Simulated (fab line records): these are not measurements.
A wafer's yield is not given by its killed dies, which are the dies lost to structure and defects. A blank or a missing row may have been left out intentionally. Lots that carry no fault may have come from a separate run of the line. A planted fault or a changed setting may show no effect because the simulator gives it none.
fab line records + flow nand_harc
[record]
- lots = 6
- wafers = 18
- last_day = 24
route steps=1159 shown A_M0@1004 END@1159
lots with no fault: from the same line, run without faults
start_h: hours from the record's first day to the start of the lot's first wafer shown + wait_h: time in hours since the lot's previous step + " the same as in the row above + L1.1+2: a single row standing in for several wafers + - no value present, or no start provided + * or withheld: withheld + < > ~ a bound
route shown NAME@n: names a module that has steps shown in the file, with the first one's number in the route + usual: mean/standard deviation taken from wafers without a fault + same: alike in all rows + chamber/n: place in a boat + sites: readings site by site + _std_site: the standard deviation of these + _edge_site: the outer-site mean with the inner-site mean subtracted + radius_mm: for every site, how far away it sits from the centre of the wafer + mask NAME#n: copy n + behind: the last tool/chamber to shape the wafer + hold: what put the lot on hold/how long, in hours/how the hold closed + device: which transistor (n, p or np) failed to switch + end of line: the tests these same wafers got at the end of their route + step lacking rows: just its recipe + killed: count of dies lost to structure and defects at first sort (not the wafer's yield) + map: a wafer's dies, marking killed ones x, the rest . and places with no die _
set.NAME: setting as actually run; set.NAME@STEP: the setting as run at that earlier step + model.NAME: the simulator's own value behind a step, which no gauge read
lots at selected steps of the route; one table per step, one row per wafer
services: the hour from which a tool's chamber was out of use, counted from the record's first day as start_h (under 0 if before that day), plus the number of hours and why
[[steps]]
[step NHARC_A_M0_CD_MEAS_09]
[recipe]
- target_cd_nm = 80
- landing_energy_ev = 500
[usual]
- cd_nm = 79.9/0.6
| lot.wafer | tool      | chamber | start_h | wait_h | cd_nm |
|-----------|-----------|---------|---------|--------|-------|
| L461.4    | cd_sem-01 | 0       | 385.20  | -      | 80.8  |
| L461.5    | "         | 0       | "       | "      | 80.0  |
| L461.6    | "         | 0       | "       | "      | 80.6  |
| L463.1    | cd_sem-02 | 0       | 406.54  | -      | 79.7  |
| L463.2    | "         | 0       | "       | "      | 79.7  |
| L463.4    | "         | 0       | "       | "      | 79.8  |
| L480.1    | cd_sem-01 | 0       | 507.13  | -      | 80.0  |
| L480.2    | "         | 0       | "       | "      | 79.2  |
| L480.6    | "         | 0       | "       | "      | 80.4  |
| L479.3    | cd_sem-01 | 0       | 509.26  | -      | 79.2  |
| L479.4    | "         | 0       | "       | "      | 78.3  |
| L479.5    | "         | 0       | "       | "      | 78.6  |
| L483.2    | cd_sem-01 | 0       | 529.06  | -      | 79.5  |
| L483.5    | "         | 0       | "       | "      | 79.5  |
| L483.6    | "         | 0       | "       | "      | 80.0  |
| L484.2    | cd_sem-03 | 0       | 530.97  | -      | 79.8  |
| L484.5    | "         | 0       | "       | "      | 80.7  |
| L484.6    | "         | 0       | "       | "      | 80.2  |
[step NHARC_A_M0_OVL_MEAS_10]
[recipe]
- pitch_nm = 160
[usual]
- overlay_x_nm = 0.0/0.95
- overlay_y_nm = -0.1/0.94
| lot.wafer | tool       | chamber | start_h | wait_h | overlay_x_nm | overlay_y_nm |
|-----------|------------|---------|---------|--------|--------------|--------------|
| L461.4    | overlay-01 | -       | 385.28  | -      | 0.6          | -1.2         |
| L461.5    | "          | -       | "       | "      | 0.6          | -1.2         |
| L461.6    | "          | -       | "       | "      | 0.2          | -1.2         |
| L463.1    | overlay-02 | -       | 406.62  | -      | 0.7          | -1.0         |
| L463.2    | "          | -       | "       | "      | 0.4          | -1.4         |
| L463.4    | "          | -       | "       | "      | 0.1          | -0.9         |
| L480.1    | overlay-02 | -       | 507.23  | -      | -1.2         | -0.6         |
| L480.2    | "          | -       | "       | "      | -1.8         | -0.8         |
| L480.6    | "          | -       | "       | "      | -1.1         | -0.9         |
| L479.3    | overlay-02 | -       | 509.35  | -      | -0.4         | 0.0          |
| L479.4    | "          | -       | "       | "      | -0.9         | 0.5          |
| L479.5    | "          | -       | "       | "      | -0.5         | 0.4          |
| L483.2    | overlay-01 | -       | 529.15  | -      | -0.5         | -1.1         |
| L483.5    | "          | -       | "       | "      | -0.4         | -1.1         |
| L483.6    | "          | -       | "       | "      | -0.4         | -0.3         |
| L484.2    | overlay-01 | -       | 531.06  | -      | 1.5          | -1.1         |
| L484.5    | "          | -       | "       | "      | 0.6          | -1.3         |
| L484.6    | "          | -       | "       | "      | 1.4          | -0.8         |
[step NHARC_A_M0_INSPECT_11]
[usual]
- raw_defect_count = 30/14
| lot.wafer | tool              | chamber | start_h | wait_h | raw_defect_count |
|-----------|-------------------|---------|---------|--------|------------------|
| L461.4    | defect_inspect-02 | -       | 385.32  | 0.0    | 40               |
| L461.5    | "                 | -       | "       | "      | 32               |
| L461.6    | "                 | -       | "       | "      | 37               |
| L463.1    | defect_inspect-01 | -       | 406.66  | 0.0    | 13               |
| L463.2    | "                 | -       | "       | "      | 15               |
| L463.4    | "                 | -       | "       | "      | 13               |
| L480.1    | defect_inspect-02 | -       | 507.27  | 0.0    | 18               |
| L480.2    | "                 | -       | "       | "      | 18               |
| L480.6    | "                 | -       | "       | "      | 19               |
| L479.3    | defect_inspect-02 | -       | 509.38  | 0.0    | 57               |
| L479.4    | "                 | -       | "       | "      | 47               |
| L479.5    | "                 | -       | "       | "      | 44               |
| L483.2    | defect_inspect-01 | -       | 529.19  | 0.0    | 68               |
| L483.5    | "                 | -       | "       | "      | 62               |
| L483.6    | "                 | -       | "       | "      | 51               |
| L484.2    | defect_inspect-02 | -       | 531.09  | 0.0    | 21               |
| L484.5    | "                 | -       | "       | "      | 20               |
| L484.6    | "                 | -       | "       | "      | 21               |
[step NHARC_A_M0_DESCUM_14]
[recipe]
- time_s = 3
- o2_flow_sccm = 200
- ar_flow_sccm = 0
- bias_power_w = 0
- chemistry = O2
[usual]
- drypump_motor_current_A = 5.6/0.54
- oes_product_au = 1.001/0.008
- rf_vpp_V = 57.6/0.98
- showerhead_plenum_p_Torr = 1.90/0.084
- throttle_valve_pct = 11.312/0.0086
| lot.wafer | tool        | chamber | start_h | wait_h | drypump_motor_current_A | oes_product_au | rf_hours_counter_h | rf_vpp_V | showerhead_plenum_p_Torr | throttle_valve_pct |
|-----------|-------------|---------|---------|--------|-------------------------|----------------|--------------------|----------|--------------------------|--------------------|
| L461.4    | rie_diel-07 | 0       | 385.38  | 0.1    | 5.4                     | 1.003          | 10.5               | 58.3     | 1.91                     | 11.309             |
| L461.5    | "           | 0       | "       | "      | 5.4                     | 1.008          | -                  | 57.9     | 1.91                     | 11.310             |
| L461.6    | "           | 1       | "       | "      | 4.7                     | 0.999          | -                  | 57.9     | 1.78                     | 11.318             |
| L463.1    | rie_diel-12 | 1       | 406.72  | 0.1    | 5.2                     | 1.004          | 2.2                | 58.0     | 1.93                     | 11.318             |
| L463.2    | "           | 0       | "       | "      | 6.4                     | 0.998          | 1.8                | 55.8     | 1.85                     | 11.320             |
| L463.4    | "           | 1       | "       | "      | 5.2                     | 1.007          | -                  | 58.2     | 1.93                     | 11.308             |
| L480.1    | rie_diel-07 | 3       | 507.34  | 0.1    | 5.6                     | 0.999          | 6.8                | 59.9     | 2.04                     | 11.312             |
| L480.2    | "           | 0       | "       | "      | 5.4                     | 0.998          | 6.8                | 57.6     | 1.91                     | 11.318             |
| L480.6    | "           | 0       | "       | "      | 5.3                     | 0.995          | -                  | 56.7     | 1.91                     | 11.312             |
| L479.3    | rie_diel-07 | 3       | 509.45  | 0.1    | 5.7                     | 0.997          | 6.9                | 58.6     | 2.04                     | 11.318             |
| L479.5    | "           | 1       | "       | "      | 4.7                     | 0.997          | -                  | 56.4     | 1.78                     | 11.306             |
| L479.4    | "           | 0       | "       | "      | 5.4                     | 1.017          | -                  | 55.1     | 1.91                     | 11.311             |
| L483.2    | rie_diel-12 | 1       | 529.26  | 0.1    | 5.2                     | 1.011          | 10.7               | 57.0     | 1.93                     | 11.309             |
| L483.6    | "           | 3       | "       | "      | 5.9                     | 1.007          | -                  | 57.7     | 1.93                     | 11.296             |
| L483.5    | "           | 0       | "       | "      | 6.5                     | 1.009          | -                  | 57.6     | 1.84                     | 11.300             |
| L484.2    | rie_diel-12 | 2       | 531.15  | 0.1    | 5.4                     | 0.997          | 9.6                | 56.9     | 1.78                     | 11.312             |
| L484.6    | "           | 2       | "       | "      | 5.4                     | 0.993          | -                  | 55.9     | 1.78                     | 11.297             |
| L484.5    | "           | 3       | "       | "      | 6.0                     | 1.004          | -                  | 57.8     | 1.93                     | 11.296             |
[step NHARC_A_M0_ETCH_34]
[recipe]
- target_depth_a = 400
- overetch_a = 120
- time_s = 43.94
- ion_energy_ev = 200
- n2_flow_sccm = 150
- h2_flow_sccm = 150
- ar_flow_sccm = 0
- rf_w = 400
- bias_w = 150
- chemistry = N2/H2
[usual]
- drypump_motor_current_A = 5.7/0.53
- h2_flow_sccm = 150.0/0.45
- oes_product_au = 1.001/0.0072
- rf_vpp_V = 430.3/2.8
- showerhead_plenum_p_Torr = 2.03/0.095
- throttle_valve_pct = 14.170/0.0087
| lot.wafer | tool        | chamber | start_h | wait_h | drypump_motor_current_A | h2_flow_sccm | oes_product_au | rf_hours_counter_h | rf_vpp_V | showerhead_plenum_p_Torr | throttle_valve_pct |
|-----------|-------------|---------|---------|--------|-------------------------|--------------|----------------|--------------------|----------|--------------------------|--------------------|
| L461.4    | rie_diel-07 | 3       | 385.47  | 0.1    | 5.6                     | 149.7        | 1.014          | 9.9                | 435.1    | 2.18                     | 14.169             |
| L461.6    | "           | 2       | "       | "      | 6.4                     | 150.1        | 1.004          | -                  | 434.1    | 2.16                     | 14.167             |
| L461.5    | "           | 3       | "       | "      | 5.6                     | 150.0        | 1.007          | -                  | 435.1    | 2.18                     | 14.180             |
| L463.1    | rie_diel-12 | 0       | 406.86  | 0.1    | 6.5                     | 149.8        | 0.998          | 1.8                | 427.4    | 1.96                     | 14.163             |
| L463.2    | "           | 1       | "       | "      | 5.2                     | 150.2        | 1.003          | 2.2                | 433.1    | 2.06                     | 14.182             |
| L463.4    | "           | 1       | "       | "      | 5.2                     | 149.3        | 1.011          | -                  | 430.8    | 2.06                     | 14.169             |
| L480.2    | rie_diel-07 | 0       | 507.43  | 0.1    | 5.4                     | 149.5        | 1.009          | 6.8                | 431.4    | 2.03                     | 14.154             |
| L480.1    | "           | 3       | "       | "      | 5.6                     | 150.4        | 0.995          | 6.8                | 434.7    | 2.17                     | 14.172             |
| L480.6    | "           | 0       | "       | "      | 5.4                     | 149.6        | 1.006          | -                  | 431.8    | 2.03                     | 14.160             |
| L479.3    | rie_diel-07 | 0       | 509.56  | 0.1    | 5.4                     | 149.7        | 1.002          | 6.9                | 430.2    | 2.03                     | 14.177             |
| L479.4    | "           | 3       | "       | "      | 5.6                     | 150.8        | 1.001          | -                  | 433.7    | 2.18                     | 14.169             |
| L479.5    | "           | 0       | "       | "      | 5.4                     | 149.5        | 1.004          | -                  | 430.3    | 2.03                     | 14.181             |
| L483.2    | rie_diel-12 | 0       | 529.34  | 0.1    | 6.5                     | 149.8        | 1.003          | 11.0               | 427.1    | 1.96                     | 14.196             |
| L483.5    | "           | 3       | "       | "      | 6.0                     | 150.3        | 0.999          | -                  | 430.5    | 2.05                     | 14.165             |
| L483.6    | "           | 0       | "       | "      | 6.5                     | 150.1        | 1.007          | -                  | 430.3    | 1.96                     | 14.195             |
| L484.2    | rie_diel-12 | 2       | 531.24  | 0.1    | 5.4                     | 149.7        | 0.990          | 9.6                | 426.2    | 1.89                     | 14.175             |
| L484.6    | "           | 1       | "       | "      | 5.2                     | 150.1        | 1.008          | -                  | 432.4    | 2.06                     | 14.163             |
| L484.5    | "           | 2       | "       | "      | 5.4                     | 149.6        | 0.997          | -                  | 426.0    | 1.89                     | 14.163             |
[step NHARC_A_M0_ETCH_15]
[recipe]
- target_depth_a = 1500
- overetch_a = 150
- time_s = 82.5
- c4f8_flow_sccm = withheld
- ar_flow_sccm = 400
- rf_w = 600
- bias_w = 300
- chemistry = C4F8/Ar
[usual]
- oes_product_au = 0.948/0.022
- rf_vpp_V = 440.5/2.7
| lot.wafer | tool        | chamber | start_h | wait_h | oes_product_au | rf_hours_counter_h | rf_vpp_V |
|-----------|-------------|---------|---------|--------|----------------|--------------------|----------|
| L461.4    | rie_diel-07 | 1       | -       | -      | 0.933          | 10.1               | 437.4    |
| L461.6    | "           | 1       | "       | "      | 0.941          | -                  | 436.6    |
| L461.5    | "           | 2       | "       | "      | 0.940          | -                  | 443.9    |
| L463.2    | rie_diel-12 | 0       | 406.98  | 0.1    | 0.957          | 1.8                | 439.2    |
| L463.1    | "           | 1       | "       | "      | 0.950          | 2.2                | 440.0    |
| L463.4    | "           | 1       | "       | "      | 0.954          | -                  | 442.2    |
| L480.1    | rie_diel-07 | 3       | -       | -      | 0.918          | 6.8                | 444.8    |
| L480.2    | "           | 1       | "       | "      | 0.918          | 7.0                | 437.9    |
| L480.6    | "           | 1       | "       | "      | 0.914          | -                  | 436.1    |
| L479.3    | rie_diel-07 | 0       | -       | -      | 0.928          | 7.0                | 440.7    |
| L479.5    | "           | 0       | "       | "      | 0.924          | -                  | 441.9    |
| L479.4    | "           | 1       | "       | "      | 0.919          | -                  | 437.6    |
| L483.2    | rie_diel-12 | 2       | -       | -      | 0.922          | 9.6                | 436.1    |
| L483.6    | "           | 0       | "       | "      | 0.917          | -                  | 438.3    |
| L483.5    | "           | 1       | "       | "      | 0.926          | -                  | 442.0    |
| L484.2    | rie_diel-12 | 1       | -       | -      | 0.967          | 10.8               | 440.5    |
| L484.6    | "           | 1       | "       | "      | 0.984          | -                  | 441.9    |
| L484.5    | "           | 2       | "       | "      | 0.958          | -                  | 436.3    |
[step NHARC_A_M0_CD_MEAS_16]
[usual]
- cd_nm = 79.9/0.71
| lot.wafer | tool      | chamber | start_h | wait_h | cd_nm |
|-----------|-----------|---------|---------|--------|-------|
| L461.4    | cd_sem-03 | -       | 385.69  | -      | 80.4  |
| L461.5    | "         | -       | "       | "      | 79.1  |
| L461.6    | "         | -       | "       | "      | 80.7  |
| L463.1    | cd_sem-02 | -       | 407.15  | 0.1    | 79.2  |
| L463.2    | "         | -       | "       | "      | 79.4  |
| L463.4    | "         | -       | "       | "      | 80.2  |
| L480.1    | cd_sem-03 | -       | 507.67  | -      | 79.2  |
| L480.2    | "         | -       | "       | "      | 79.8  |
| L480.6    | "         | -       | "       | "      | 80.0  |
| L479.3    | cd_sem-02 | -       | 509.79  | -      | 79.2  |
| L479.4    | "         | -       | "       | "      | 79.0  |
| L479.5    | "         | -       | "       | "      | 79.2  |
| L483.2    | cd_sem-01 | -       | 529.55  | -      | 79.6  |
| L483.5    | "         | -       | "       | "      | 79.7  |
| L483.6    | "         | -       | "       | "      | 80.3  |
| L484.2    | cd_sem-02 | -       | 531.45  | -      | 80.3  |
| L484.5    | "         | -       | "       | "      | 80.2  |
| L484.6    | "         | -       | "       | "      | 80.0  |
[step NHARC_A_M0_STRIP_18]
[recipe]
- power_w = 1000
- n2_flow_sccm = 150
- h2_flow_sccm = 150
- ar_flow_sccm = 0
- bias_w = 0
- chemistry = N2/H2
[usual]
- drypump_motor_current_A = 5.7/0.51
- h2_flow_sccm = 150.0/0.44
- oes_product_au = 1.000/0.0075
- rf_vpp_V = 90.8/0.94
- showerhead_plenum_p_Torr = 2.04/0.095
- throttle_valve_pct = 14.171/0.0099
| lot.wafer | tool        | chamber | start_h | wait_h | drypump_motor_current_A | h2_flow_sccm | oes_product_au | rf_hours_counter_h | rf_vpp_V | showerhead_plenum_p_Torr | throttle_valve_pct |
|-----------|-------------|---------|---------|--------|-------------------------|--------------|----------------|--------------------|----------|--------------------------|--------------------|
| L461.4    | rie_diel-07 | 1       | 385.75  | 0.1    | 4.7                     | 149.7        | 1.005          | 10.1               | 89.7     | 1.89                     | 14.161             |
| L461.5    | "           | 1       | "       | "      | 4.7                     | 149.6        | 1.005          | -                  | 89.7     | 1.89                     | 14.146             |
| L461.6    | "           | 2       | "       | "      | 6.4                     | 149.5        | 1.006          | -                  | 92.2     | 2.16                     | 14.155             |
| L463.1    | rie_diel-02 | 2       | 407.23  | 0.1    | 5.8                     | 150.5        | 1.008          | 5.5                | 90.8     | 2.08                     | 14.184             |
| L463.2    | "           | 3       | "       | "      | 5.9                     | 150.1        | 1.011          | 4.9                | 91.5     | 2.16                     | 14.181             |
| L463.4    | "           | 1       | "       | "      | 6.4                     | 150.8        | 0.987          | 4.7                | 90.1     | 2.06                     | 14.176             |
| L480.2    | rie_diel-07 | 0       | 507.78  | 0.1    | 5.4                     | 149.4        | 1.009          | 6.9                | 89.5     | 2.03                     | 14.181             |
| L480.1    | "           | 1       | "       | "      | 4.7                     | 150.0        | 0.993          | 7.0                | 90.7     | 1.89                     | 14.183             |
| L480.6    | "           | 3       | "       | "      | 5.6                     | 150.7        | 1.003          | -                  | 92.6     | 2.17                     | 14.170             |
| L479.4    | rie_diel-12 | 1       | 509.86  | 0.1    | 5.2                     | 150.4        | 1.013          | 8.6                | 92.1     | 2.06                     | 14.177             |
| L479.3    | "           | 0       | "       | "      | 6.5                     | 150.3        | 1.014          | 8.9                | 89.8     | 1.96                     | 14.182             |
| L479.5    | "           | 1       | "       | "      | 5.2                     | 149.8        | 1.010          | -                  | 91.0     | 2.06                     | 14.177             |
| L483.2    | rie_diel-07 | 3       | 529.65  | 0.1    | 5.7                     | 150.7        | 0.995          | 8.9                | 90.1     | 2.17                     | 14.169             |
| L483.5    | "           | 2       | "       | "      | 6.4                     | 151.1        | 0.993          | -                  | 93.2     | 2.16                     | 14.175             |
| L483.6    | "           | 3       | "       | "      | 5.6                     | 149.8        | 0.998          | -                  | 91.4     | 2.17                     | 14.152             |
| L484.2    | rie_diel-07 | 3       | 531.55  | 0.1    | 5.6                     | 150.6        | 0.995          | 8.9                | 91.0     | 2.17                     | 14.176             |
| L484.6    | "           | 2       | "       | "      | 6.4                     | 150.3        | 0.992          | -                  | 92.7     | 2.16                     | 14.174             |
| L484.5    | "           | 3       | "       | "      | 5.7                     | 149.9        | 1.002          | -                  | 91.8     | 2.17                     | 14.164             |
[step NHARC_A_M0_STRIP_19]
[recipe]
- time_s = 600
- temp_c = 30
- chemistry = post_etch_residue_remover
[step NHARC_A_M0_DEGAS_28]
[recipe]
- temp_c = 250
- time_s = 60
[step NHARC_A_M0_PRE_CLEAN_29]
[recipe]
- time_s = 30
- temp_c = 280
- gas = H2/He
[usual]
- heater_power_w = 399/28
| lot.wafer | tool           | chamber | start_h | wait_h | heater_power_w |
|-----------|----------------|---------|---------|--------|----------------|
| L461.4    | pvd_sputter-01 | -       | -       | -      | 404            |
| L461.6    | "              | -       | "       | "      | 458            |
| L461.5    | "              | -       | "       | "      | 382            |
| L463.1    | pvd_sputter-01 | -       | -       | -      | 404            |
| L463.2    | "              | -       | "       | "      | 369            |
| L463.4    | "              | -       | "       | "      | 445            |
| L480.2    | pvd_sputter-01 | -       | -       | -      | 453            |
| L480.1    | "              | -       | "       | "      | 374            |
| L480.6    | "              | -       | "       | "      | 446            |
| L479.4    | pvd_sputter-01 | -       | -       | -      | 375            |
| L479.3    | "              | -       | "       | "      | 400            |
| L479.5    | "              | -       | "       | "      | 389            |
| L483.2    | pvd_sputter-02 | -       | -       | -      | 389            |
| L483.6    | "              | -       | "       | "      | 389            |
| L483.5    | "              | -       | "       | "      | 408            |
| L484.2    | pvd_sputter-02 | -       | -       | -      | 346            |
| L484.5    | "              | -       | "       | "      | 346            |
| L484.6    | "              | -       | "       | "      | 383            |
[step NHARC_A_M0_PVD_20]
[recipe]
- target_thk_a = 50
- bias_v = 168.6
- power_w = 15000
- chamber_pressure_pa = 0.12
- time_s = 8.06
- substrate_temp_c = 50
- material = TaN
[step NHARC_A_M0_PVD_21]
[recipe]
- target_thk_a = 300
- chamber_pressure_pa = 5
- power_w = 5000
- substrate_temp_c = 30
- time_s = 20.49
- material = Cu
[usual]
- cathode_dc_power_W = 4999.9/0.91
- chamber_pressure_pa = 5.000/0.0099
- throttle_valve_pct = 29.8/0.95
| lot.wafer | tool           | chamber | start_h | wait_h | cathode_dc_power_W | chamber_pressure_pa | throttle_valve_pct |
|-----------|----------------|---------|---------|--------|--------------------|---------------------|--------------------|
| L461.4    | pvd_sputter-01 | -       | 386.55  | -      | 4999.1             | 5.000               | 29.6               |
| L461.6    | "              | -       | "       | "      | 5000.6             | 4.980               | 29.0               |
| L461.5    | "              | -       | "       | "      | 5000.6             | 4.988               | 28.3               |
| L463.4    | pvd_sputter-01 | -       | 407.99  | -      | 5001.8             | 5.012               | 29.1               |
| L463.2    | "              | -       | "       | "      | 4999.3             | 4.992               | 28.2               |
| L463.1    | "              | -       | "       | "      | 4999.5             | 5.012               | 30.0               |
| L480.1    | pvd_sputter-01 | -       | 508.58  | -      | -                  | -                   | -                  |
| L480.2    | "              | -       | "       | "      | -                  | -                   | -                  |
| L480.6    | "              | -       | "       | "      | -                  | -                   | -                  |
| L479.3    | pvd_sputter-01 | -       | 510.63  | -      | -                  | -                   | -                  |
| L479.4    | "              | -       | "       | "      | -                  | -                   | -                  |
| L479.5    | "              | -       | "       | "      | -                  | -                   | -                  |
| L483.2    | pvd_sputter-02 | -       | 530.45  | -      | 5000.4             | 5.002               | 30.5               |
| L483.6    | "              | -       | "       | "      | 4999.6             | 5.000               | 30.2               |
| L483.5    | "              | -       | "       | "      | 4999.2             | 4.995               | 30.0               |
| L484.2    | pvd_sputter-02 | -       | 532.37  | -      | 4998.6             | 4.998               | 30.0               |
| L484.6    | "              | -       | "       | "      | 4999.1             | 4.995               | 29.9               |
| L484.5    | "              | -       | "       | "      | 5000.7             | 5.004               | 30.6               |
[step NHARC_A_M0_ECD_22]
[recipe]
- target_thk_a = 4000
- bath_temp_c = 25
- material = Cu
[step NHARC_END_SORT_01]
[recipe]
- temp_c = 25
[usual]
- defect_limited_yield = 95.4/1.4
- killed_at_array = 27/10
- killed_at_other = 0.6/1
- killed_at_periphery = 3.4/2.7
- killed_dies = 31/9.7
- killed_open = 3.4/1.7
- killed_short = 2.2/1.5
- sort_bin_2_pct = 1.4/0.57
- sort_bin_3_pct = 0.25/0.23
- sort_bin_4_pct = 3.0/0.94
- sort_n_pass = 646/9.7
- sort_rim_yield_pct = 95.3/3
- sort_yield_pct = 95.4/1.4
[same]
- gross_dies = 677
- sort_bin_5_pct[%] = 0
- sort_bin_6_pct[%] = 0
- sort_bin_7_pct[%] = 0
- sort_bin_8_pct[%] = 0
- sort_rim_n_gross = 106.00
| lot.wafer | tool      | chamber | start_h | wait_h | defect_limited_yield[%] | killed_at_array | killed_at_other | killed_at_periphery | killed_dies | killed_open | killed_short | sort_bin_2_pct[%] | sort_bin_3_pct[%] | sort_bin_4_pct[%] | sort_n_pass | sort_rim_yield_pct[%] | sort_yield_pct[%] |
|-----------|-----------|---------|---------|--------|-------------------------|-----------------|-----------------|---------------------|-------------|-------------|--------------|-------------------|-------------------|-------------------|-------------|-----------------------|-------------------|
| L480.1    | prober-02 | 0       | 554.90  | 2.5    | 0                       | 669             | 1               | 7                   | 677         | 3           | 2            | 97.2              | 0.15              | 2.7               | 0           | 0                     | 0                 |
| L480.2    | prober-02 | 0       | 555.72  | 2.8    | 0                       | 666             | 1               | 10                  | 677         | 3           | 3            | 96.9              | 0.15              | 3.0               | 0           | 0                     | 0                 |
| L480.6    | prober-02 | 0       | 558.99  | 4.1    | 0                       | 669             | 0               | 8                   | 677         | 3           | 0            | 97.5              | 0.74              | 1.8               | 0           | 0                     | 0                 |
// killed by level:class
L480.1 A_M0:area_pvd=650 P_STI:chamber_film_flake=5 A_CHANNEL_HOLE_D1:chamber_film_flake=5 A_CONTACT:chamber_film_flake=4 A_CHANNEL_FILL_D1:chamber_film_flake=2 A_STAIRCASE:chamber_film_flake=2 A_SGD_CUT:chamber_film_flake=2 P_GATE:geometric_particle:open=1
L480.2 A_M0:area_pvd=650 A_CHANNEL_HOLE_D1:chamber_film_flake=6 P_STI:chamber_film_flake=4 P_M1:chamber_film_flake=2 A_STAIRCASE:chamber_film_flake=2 A_CONTACT:chamber_film_flake=2 P_CONTACT:geometric_particle:short=1 P_M0:geometric_particle:open=1
L480.6 A_M0:area_pvd=653 A_STAIRCASE:chamber_film_flake=5 A_CONTACT:chamber_film_flake=5 P_STI:chamber_film_flake=3 P_M1:chamber_film_flake=3 A_CHANNEL_HOLE_D1:chamber_film_flake=3 P_M2:geometric_particle:open=1 A_CHANNEL_HOLE_D1:geometric_particle:open=1
// map L480.1 (x killed, . not)
____________x____________
_________xxxxxxx_________
_______xxxxxxxxxxx_______
______xxxxxxxxxxxxx______
_____xxxxxxxxxxxxxxx_____
____xxxxxxxxxxxxxxxxx____
____xxxxxxxxxxxxxxxxx____
___xxxxxxxxxxxxxxxxxxx___
___xxxxxxxxxxxxxxxxxxx___
__xxxxxxxxxxxxxxxxxxxxx__
__xxxxxxxxxxxxxxxxxxxxx__
_xxxxxxxxxxxxxxxxxxxxxxx_
_xxxxxxxxxxxxxxxxxxxxxxx_
_xxxxxxxxxxxxxxxxxxxxxxx_
_xxxxxxxxxxxxxxxxxxxxxxx_
_xxxxxxxxxxxxxxxxxxxxxxx_
xxxxxxxxxxxxxxxxxxxxxxxxx
xxxxxxxxxxxxxxxxxxxxxxxxx
xxxxxxxxxxxxxxxxxxxxxxxxx
xxxxxxxxxxxxxxxxxxxxxxxxx
xxxxxxxxxxxxxxxxxxxxxxxxx
_xxxxxxxxxxxxxxxxxxxxxxx_
_xxxxxxxxxxxxxxxxxxxxxxx_
_xxxxxxxxxxxxxxxxxxxxxxx_
_xxxxxxxxxxxxxxxxxxxxxxx_
_xxxxxxxxxxxxxxxxxxxxxxx_
__xxxxxxxxxxxxxxxxxxxxx__
__xxxxxxxxxxxxxxxxxxxxx__
___xxxxxxxxxxxxxxxxxxx___
___xxxxxxxxxxxxxxxxxxx___
____xxxxxxxxxxxxxxxxx____
____xxxxxxxxxxxxxxxxx____
_____xxxxxxxxxxxxxxx_____
______xxxxxxxxxxxxx______
_______xxxxxxxxxxx_______
_________xxxxxxx_________
____________x____________
// map L461.4 (x killed, . not)
____________.____________
_________......._________
_______..........._______
______.............______
_____.x............._____
____.................____
____.................____
___...................___
___....x..............___
__.....................__
__.....................__
_....x...x..x..........._
_......................._
_........x.............._
_....................x.._
_.....................x._
.....................x..x
......x..................
.......x........xx.......
................x...x....
....x..........xxx..x....
_..x........x.x......xxx_
_....x......x....x.x...._
_....x..........xxx.x..._
_.......x........xx....._
_....x.................._
__.....x..........x....__
__.....................__
___...................___
___........x..........___
____.................____
____.................____
_____..........x...._____
______.............______
_______..........._______
_________......._________
____________.____________
[[services]]
| tool           | chamber | start_h | hours | kind       |
|----------------|---------|---------|-------|------------|
| rie_diel-07    | 2       | 364.65  | 12.1  | repair     |
| rie_diel-12    | -       | 379.40  | 9.0   | pm         |
| rie_diel-07    | 0       | 384.27  | -     | clean      |
| rie_diel-07    | 1       | 384.27  | -     | clean      |
| rie_diel-07    | 2       | 384.27  | -     | clean      |
| rie_diel-07    | 3       | 384.27  | -     | clean      |
| pvd_sputter-02 | -       | 392.00  | 10.0  | pm         |
| rie_diel-12    | 2       | 393.62  | 16.4  | repair     |
| rie_diel-02    | 1       | 396.42  | 7.7   | repair     |
| rie_diel-07    | -       | 405.27  | 9.0   | pm         |
| rie_diel-07    | 0       | 405.27  | 9.0   | vent_cycle |
| rie_diel-07    | 1       | 405.27  | 9.0   | vent_cycle |
| rie_diel-07    | 2       | 405.27  | 9.0   | vent_cycle |
| rie_diel-07    | 3       | 405.27  | 11.1  | vent_cycle |
| rie_diel-12    | 3       | 406.67  | 15.5  | repair     |
| rie_diel-02    | 0       | 408.33  | 7.3   | repair     |
| pvd_sputter-01 | -       | 433.13  | 3.4   | repair     |
| pvd_sputter-01 | -       | 450.94  | 5.8   | repair     |
| rie_diel-07    | 2       | 451.15  | 1.9   | repair     |
| rie_diel-07    | 2       | 462.78  | 10.5  | repair     |
| rie_diel-12    | 1       | 472.85  | 18.2  | repair     |
| rie_diel-07    | 2       | 490.78  | 20.1  | repair     |
| rie_diel-02    | -       | 504.91  | 9.0   | pm         |
| pvd_sputter-01 | -       | 514.05  | 10.0  | pm         |
[[key]]
[first_sign]
- step = NHARC_A_M0_PVD_21
- reading = tool_record
- direction = missing
[effect]
- step = NHARC_END_SORT_01
- reading = sort_bin_2_pct
- direction = up
- sigmas = 99+
- usual = 1.4
- struck = 97.2
[more_kills_born_at]
- NHARC_A_M0_PVD_21@pvd_sputter-01 = 1953
met_at NHARC_A_M0_PVD_21
struck_wafers L479.3,L479.4,L479.5,L480.1,L480.2,L480.6
later_rows_left_out L479.3,L479.4,L479.5,L480.1,L480.2,L480.6
sort_left_out L479.3,L479.4,L479.5
onset_between 407.99 508.58
[fault]
- kind = skipped_step_whole
- tool = pvd_sputter-01
- chamber = -
- onset_h = 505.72
- steps = NHARC_A_M0_PVD_21
- scope = struck_lots_only
// sort_left_out: the simulated sort isn't trusted on such a fault, so these wafers' sort isn't shown, and their yield isn't known
// later_rows_left_out: the simulator's readings of these wafers behind a module that went badly wrong aren't trusted and aren't shown, but for the sort
